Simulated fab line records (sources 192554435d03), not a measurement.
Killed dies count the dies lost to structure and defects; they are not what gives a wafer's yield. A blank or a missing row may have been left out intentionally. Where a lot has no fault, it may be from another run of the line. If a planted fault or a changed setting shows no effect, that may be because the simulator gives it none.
Chamber matching + flow n5_finfet + N5_BEOL_M5_PECVD_70 on pecvd-01 has 3 sister chambers
The step deposits SiO2 from TEOS/O2, target thk 16 nm, time 18 s. 3 wafers are shown with their chamber, then 9 later ones without.

WAFERS WITH THEIR CHAMBER
| wafer  | chamber | showerhead_plenum_p_Torr (Torr) |
|--------|---------|---------------------------------|
| L091.6 | 2       | 8.87                            |
| L090.2 | 0       | 8.79                            |
| L090.5 | 1       | 8.73                            |

WAFERS MISSING THEIR CHAMBER
| wafer  | showerhead_plenum_p_Torr (Torr) |
|--------|---------------------------------|
| L092.2 | 8.80                            |
| L092.4 | 8.82                            |
| L092.5 | 8.75                            |
| L094.2 | 8.87                            |
| L094.3 | 8.77                            |
| L094.5 | 8.84                            |
| L097.3 | 8.78                            |
| L097.4 | 8.77                            |
| L097.6 | 8.85                            |

WHICH CHAMBER EACH ONE RAN IN
| wafer  | from the rows above     | in truth |
|--------|-------------------------|----------|
| L092.2 | 0                       | 0        |
| L092.4 | can't be placed: 0 or 2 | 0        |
| L092.5 | can't be placed: 1 or 0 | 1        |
| L094.2 | 2                       | 2        |
| L094.3 | can't be placed: 0 or 1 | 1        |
| L094.5 | can't be placed: 2 or 0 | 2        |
| L097.3 | can't be placed: 0 or 1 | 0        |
| L097.4 | can't be placed: 0 or 1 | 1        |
| L097.6 | 2                       | 2        |
3 of 9 placed correctly. Cannot be placed on the basis of these rows: 6; the candidates contain the true chamber in 6. 0 placed wrongly.
How it was worked out, from the rows above alone: a wafer's distance from a chamber is the root of the sum, over the readings, of the square of ((its reading less the chamber's mean) divided by the reading's scatter). If the next closest chamber is less than 2 further off than the closest, the wafer can't be placed; otherwise it belongs to the closest. For every chamber, the mean is computed from those of its wafers that are shown. The scatter: root of mean squared gap, hidden wafer to nearest shown wafer, with one shown wafer a chamber.
